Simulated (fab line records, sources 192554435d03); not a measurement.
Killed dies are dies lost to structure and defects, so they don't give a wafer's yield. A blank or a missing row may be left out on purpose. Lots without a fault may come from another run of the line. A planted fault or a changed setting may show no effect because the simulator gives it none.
A struck lot beside a sound one | flow n5_finfet | 43 steps out of a route of 1938
Sound: wafers L120.1, L120.3, L120.5. Struck: wafers L112.4, L112.5, L112.6. The cause comes at the end.
At each step with rows: each side's tool, then ch and its chambers, then its first start. Under that, the readings that differ: sound wafers | struck wafers | difference of the means | sigmas: that difference in standard deviations of wafers without a fault.
alike: readings whose means differ by less than 2 such deviations, and words and numbers that are the same on both sides. not compared: withheld readings, readings that some wafer has no value for, bounds like >300 that may hide the same value, and numbers for which the record gives no deviation and whose values overlap.
The two part at a step that has a row with sigmas, a row that says differs or no value, or rows on one side only. Numbers that don't overlap but have no deviation are shown without sigmas and don't part them. A reading that every wafer of one side lacks parts them only if that side has two wafers or more.

first, 4 steps without rows for these wafers: N5_BEOL_M1_SOFTBAKE_23 (time 60 s); N5_BEOL_M1_EXPOSE_25 (exposes mask V0, defocus 5 nm, target cd 24 nm); N5_BEOL_M1_PEB_26 (peb time 60 s); N5_BEOL_M1_DEVELOP_27 (develop time 30 s).
N5_BEOL_M1_CD_MEAS_28: target cd y 23.3 nm.
  sound on cd_sem-03 ch 0, day 9 13:20; struck on cd_sem-03 ch 0, day 7 02:02
  alike: cd_nm
N5_BEOL_M1_OVL_MEAS_29:
  sound on overlay-02 ch 0, day 9 13:22; struck on overlay-02 ch 0, day 7 02:04
  reading     | sound       | struck         | difference | sigmas
  V0_OVL (nm) | 1.4 0.6 1.5 | -1.2 -0.4 -1.2 | -2.1       | -3
N5_BEOL_M1_INSPECT_30: inspects for defects (brightfield).
  sound on defect_inspect-01, day 9 13:25; struck on defect_inspect-02, day 7 02:07
  alike: raw_defect_count
N5_BEOL_M1_DESCUM_33: chemistry O2, time 7 s.
  sound on rie_diel-02 ch 0,1, day 9 13:28; struck on rie_diel-05 ch 1,2, day 7 02:09
  alike: drypump_motor_current_A, oes_product_au, rf_fwd_power_W, rf_vpp_V, showerhead_plenum_p_Torr, throttle_valve_pct
  not compared: rf_hours_counter_h
N5_BEOL_M1_ETCH_77: etches underlayer in N2/H2, target depth 6.5 nm, time 5.2 s.
  sound on rie_diel-02 ch 0,1, day 9 13:29; struck on rie_diel-05 ch 1,2, day 7 02:11
  alike: bias_w, drypump_motor_current_A, etch_rf_on_time_s, oes_product_au, rf_fwd_power_W, rf_vpp_V, showerhead_plenum_p_Torr, throttle_valve_pct
  not compared: rf_hours_counter_h
N5_BEOL_M1_ETCH_69: etches SiARC in CF4, target depth 15.6 nm, time 26 s.
  sound on rie_diel-02 ch 0,1, day 9 13:31; struck on rie_diel-05 ch 1,2, day 7 02:12
  alike: bias_w, drypump_motor_current_A, etch_rf_on_time_s, oes_product_au, rf_fwd_power_W, rf_vpp_V, showerhead_plenum_p_Torr, throttle_valve_pct
  not compared: rf_hours_counter_h
then, 2 steps without rows for these wafers: N5_BEOL_M1_ALD_98 (deposits SiO2, target thk 2.5 nm, pulse time 1 s, co reactant pulse time 1 s); N5_BEOL_M1_ETCHBACK_99 (etches SiO2 in CHF3, target depth 5 nm, time 10.4 s).
N5_BEOL_M1_ETCH_70: etches SOC in N2/H2, target depth 80 nm, overetch 16 nm, time 120 s.
  sound on rie_diel-06 ch 0,2, day 9 15:16; struck on rie_diel-05 ch 0,3, day 7 09:53
  reading                                    | sound             | struck           | difference | sigmas
  model.etch.depth_nm (nm)                   | 60.02 60.15 60.13 | 56.4 56.27 56.53 | -3.7       |
  model.SiARC_of_BEOL_M1_COAT_68.thk_nm (nm) | 6.4 6.4 6.2       | 8.8 8.8 8.8      | +2.5       |
  alike: bias_w, drypump_motor_current_A, oes_product_au, rf_fwd_power_W, rf_vpp_V, showerhead_plenum_p_Torr, throttle_valve_pct
  not compared: rf_hours_counter_h
then, 2 steps without rows for these wafers: N5_BEOL_M1_STRIP_71 (strips in N2/H2); N5_BEOL_M1_STRIP_78 (strips in N2/H2).
N5_BEOL_M1_VIA_ETCH_34: etches the open film in C4F6/O2, target depth 67.8 nm, time 64.4 s.
  sound on rie_diel-06 ch 0,2, day 9 15:22; struck on rie_diel-05 ch 0,3, day 7 09:59
  reading                  | sound    | struck         | difference | sigmas
  model.BEOL_M1.cd_nm (nm) | 18 18 18 | 16.8 17.2 16.8 | -1.1       |
  alike: bias_w, drypump_motor_current_A, oes_o_777_au, oes_product_au, rf_fwd_power_W, rf_vpp_V, showerhead_plenum_p_Torr, throttle_valve_pct
  not compared: rf_hours_counter_h
then, 5 steps without rows for these wafers: N5_BEOL_M1_STRIP_83 (strips in C4F6/O2); N5_BEOL_M1_STRIP_36 (strips in N2/H2); N5_BEOL_M1_TRENCH_ETCH_37 (etches SiOC in C4F6/O2, target depth 55.207 nm, time 29 s); N5_BEOL_M1_ETCH_41 (etches SiCN in CH3F/O2, target depth 31.9 nm, time 57.8 s); N5_BEOL_M1_STRIP_97 (strips in N2/H2, time 10 s).
N5_BEOL_M1_OCD_MEAS_38:
  sound on ocd-01, day 9 15:37; struck on ocd-01, day 7 10:15
  alike: trench_depth_nm
then, 4 steps without rows for these wafers: N5_BEOL_M1_HM_STRIP_39 (strips TiN in peroxide tin strip, target depth 25 nm, time 158 s); N5_BEOL_M1_SRD_40 (time 30 s); N5_BEOL_M1_PRECLEAN_42 (cleans in residue remover, time 60 s); N5_BEOL_M1_SRD_43 (time 30 s).
N5_BEOL_M1_CD_MEAS_35: target cd 18 nm, target cd y 21 nm.
  sound on cd_sem-01, day 9 15:47; struck on cd_sem-03, day 7 10:25
  alike: cd_nm
then, 7 steps without rows for these wafers: N5_BEOL_M1_DEGAS_44 (time 60 s); N5_BEOL_M1_PRE_CLEAN_45 (time 30 s); N5_BEOL_M1_ALD_84 (deposits TaN, pulse time 2 s, purge time 3 s, co reactant purge time 2 s); N5_BEOL_M1_SURFACE_TREAT_85; N5_BEOL_M1_CVD_47 (deposits Co from CCTBA/H2, target thk 3 nm, time 223.8 s); N5_BEOL_M1_SPUTTER_48 (material Cu, target thk 4.5 nm, time 8.29 s); N5_BEOL_M1_ANNEAL_49 (time 240 s).
N5_BEOL_M1_SPUTTER_79: material Cu, target thk 4.5 nm, time 8.29 s.
  sound on pvd_sputter-02, day 9 17:10; struck on pvd_sputter-03, day 7 12:52
  alike: throttle_valve_pct
N5_BEOL_M1_ANNEAL_80: time 240 s.
  sound on pvd_sputter-02, day 9 17:15; struck on pvd_sputter-03, day 7 12:56
  alike: heater_power_w
then, 6 steps without rows for these wafers: N5_BEOL_M1_SPUTTER_81 (material Cu, target thk 4.5 nm, time 8.29 s); N5_BEOL_M1_ANNEAL_82 (time 240 s); N5_BEOL_M1_SPUTTER_86 (material Cu, target thk 4.5 nm, time 8.29 s); N5_BEOL_M1_ANNEAL_87 (time 240 s); N5_BEOL_M1_SPUTTER_88 (material Cu, target thk 4.5 nm, time 8.29 s); N5_BEOL_M1_ANNEAL_89 (time 240 s).
N5_BEOL_M4_RC_MEAS_101:
  sound on prober-02 ch 0, day 11 07:45; struck on prober-01 ch 0, day 8 21:28
  reading       | sound             | struck            | difference | sigmas
  DIBL_N (mV/V) | 37.7 38.3 38.0    | 33.7 36.2 36.8    | -2.4       | -2
  VT_N (mV)     | 248.4 248.9 249.3 | 256.6 252.7 252.7 | +5.1       | +2
  alike: DIBL_P, IOFF_N, IOFF_P, ION_N, ION_P, SS_N, SS_P, VT_P
  not compared: CHAIN_V0_max_site

WHERE THEY PART
First at N5_BEOL_M1_OVL_MEAS_29; last, within this record, at N5_BEOL_M4_RC_MEAS_101.

WHY: what the simulator had put in
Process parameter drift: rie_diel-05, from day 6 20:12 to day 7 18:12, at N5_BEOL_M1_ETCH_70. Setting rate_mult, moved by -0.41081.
